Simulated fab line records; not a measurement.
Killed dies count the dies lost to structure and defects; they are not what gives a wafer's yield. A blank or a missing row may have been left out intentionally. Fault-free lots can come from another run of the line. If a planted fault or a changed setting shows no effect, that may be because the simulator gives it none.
Split-lot experiment + flow n5 finfet + 21 wafers read across 7 lots, on a route 1938 steps long

== ABOUT THE SPLIT ==
At N5_BEOL_M15_TRENCH_ETCH_34 (etches SiO2 in C4F8/O2/Ar, target depth 872.93 nm, time 199 s), the setting bias w was moved away from the recipe's 2040 W on 8 of the 21 wafers read, by -15.1% to -5.3%. This setting was run at the recipe's value on the other wafers.

The reading is taken at the split's own step.

== THE READING ==
rf vpp V, in V, at N5_BEOL_M15_TRENCH_ETCH_34 (etches SiO2 in C4F8/O2/Ar, target depth 872.93 nm, time 199 s). Typical for fault-free wafers on this fab line: 2253 V, with standard deviation 36 V.

| wafer  | tool, chamber at the split | bias w as run, W | against the recipe | rf vpp V, V | against lot-mates on the recipe |
|--------|----------------------------|------------------|--------------------|-------------|---------------------------------|
| L083.3 | rie diel-03, 2             | 1931             | -5.3%              | 2211        | no lot-mate on the recipe       |
| L083.4 | rie diel-03, 3             | 1931             | -5.3%              | 2192        | no lot-mate on the recipe       |
| L083.6 | rie diel-03, 0             | 1931             | -5.3%              | 2152        | no lot-mate on the recipe       |
| L090.1 | rie diel-04, 1             | 2040             | recipe             | 2265        | -                               |
| L090.2 | rie diel-04, 0             | 2040             | recipe             | 2221        | -                               |
| L090.6 | rie diel-04, 0             | 2040             | recipe             | 2220        | -                               |
| L091.2 | rie diel-03, 2             | 2040             | recipe             | 2298        | -                               |
| L091.4 | rie diel-03, 0             | 2040             | recipe             | 2235        | -                               |
| L091.5 | rie diel-03, 0             | 2040             | recipe             | 2237        | -                               |
| L089.2 | rie diel-01, 2             | 2040             | recipe             | 2209        | -                               |
| L089.5 | rie diel-01, 2             | 2040             | recipe             | 2210        | -                               |
| L089.6 | rie diel-01, 0             | 2040             | recipe             | 2190        | -                               |
| L092.1 | rie diel-04, 0             | 2040             | recipe             | 2220        | -                               |
| L092.3 | rie diel-04, 2             | 1760             | -13.7%             | 2090        | -130                            |
| L092.5 | rie diel-04, 2             | 1760             | -13.7%             | 2088        | -132                            |
| L094.2 | rie diel-03, 2             | 1780             | -12.7%             | 2086        | -150                            |
| L094.4 | rie diel-03, 0             | 2040             | recipe             | 2235        | -                               |
| L094.6 | rie diel-03, 0             | 2040             | recipe             | 2236        | -                               |
| L097.1 | rie diel-04, 1             | 2040             | recipe             | 2266        | -                               |
| L097.2 | rie diel-04, 3             | 1731             | -15.1%             | 2040        | -226                            |
| L097.4 | rie diel-04, 0             | 1731             | -15.1%             | 1977        | -289                            |

THE FIT
A straight line over all 21 wafers: rf vpp V changes by +12.7 V for each +1% of bias w; r = +0.93; the points scatter about the line by 31 V.
The same after taking each lot's own level away (the mean of its wafers on the recipe; 18 wafers): +13.4 V for each +1%; r = +0.94; scatter 34 V.
According to that fit, moving bias w by its largest amount changes the reading by 2e+02 V.
Measured against the standard deviation above, the lots' own levels, which go from 2203.0 to 2266.0 V, span 1.8 times it.
Consequently the slope shifts little with the lot-to-lot level, the two slopes agreeing.
Check: -195 V against its lot-mates is what the line predicts for one of the wafers moved furthest among these (-15.1%) when that wafer is left out of the fit. Against them it came out at -226 V.
Tool readings at the split's step, against how far the setting was moved: rf vpp V r = +0.93.

== THE OTHER SPLITS THESE WAFERS WENT THROUGH ==
These wafers also went through other splits before the reading. Each is held against what the fit with the lots' levels taken away leaves over:
| other split on the same wafers    | wafers away from the commonest value | r with rf vpp V (lot level and that fit taken away) |
|-----------------------------------|--------------------------------------|-----------------------------------------------------|
| N5_BEOL_M13_COAT_04 spin rpm      | 4                                    | -0.07                                               |
| N5_BEOL_M14_TRENCH_ETCH_34 bias w | 8                                    | -0.12                                               |

== THE FILE'S OWN FIT ==
rf vpp V changes by +13.1 V for each +1% of bias w, r = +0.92.
